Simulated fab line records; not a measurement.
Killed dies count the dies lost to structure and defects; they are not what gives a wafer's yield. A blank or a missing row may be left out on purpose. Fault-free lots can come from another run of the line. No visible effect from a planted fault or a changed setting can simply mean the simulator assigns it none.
Chamber matching | flow n5 finfet | N5_BEOL_M0_TRENCH_ETCH_107 on rie diel-04: 4 sister chambers
The step etches SiOC in C4F6/O2, target depth 32.8 nm, time 16.4 s. 4 wafers are shown with their chamber, then 7 later ones without.

WAFERS WITH THEIR CHAMBER
wafer  | chamber | throttle valve pct (%)
L088.2 | 3       | 20.65
L088.4 | 0       | 20.74
L090.1 | 1       | 20.54
L090.4 | 2       | 21.35

WAFERS WITHOUT THEIR CHAMBER
wafer  | throttle valve pct (%)
L090.5 | 20.54
L091.1 | 21.36
L091.4 | 21.35
L091.6 | 20.78
L095.1 | 20.79
L095.2 | 20.56
L095.4 | 20.67

THE CHAMBER EACH PASSED THROUGH
wafer  | from the rows above     | in truth
L090.5 | 1                       | 1
L091.1 | 2                       | 2
L091.4 | 2                       | 2
L091.6 | 0                       | 0
L095.1 | 0                       | 0
L095.2 | 1                       | 1
L095.4 | can't be placed: 3 or 0 | 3
Placed correctly: 6 of 7. Cannot be placed on the basis of these rows: 1; the candidates contain the true chamber in 1. Wrongly placed: 0.
How it was worked out, from the rows above alone: a wafer's distance from a chamber is the root of the sum, over the readings, of the square of ((its reading less the chamber's mean) divided by the reading's scatter). If the next closest chamber is less than 2 further off than the closest, the wafer can't be placed; otherwise it belongs to the closest. Each chamber's mean is taken over the wafers shown for it. The scatter (one wafer shown for each chamber): square how far every hidden wafer sits from the nearest shown wafer, average those squares and take the square root.
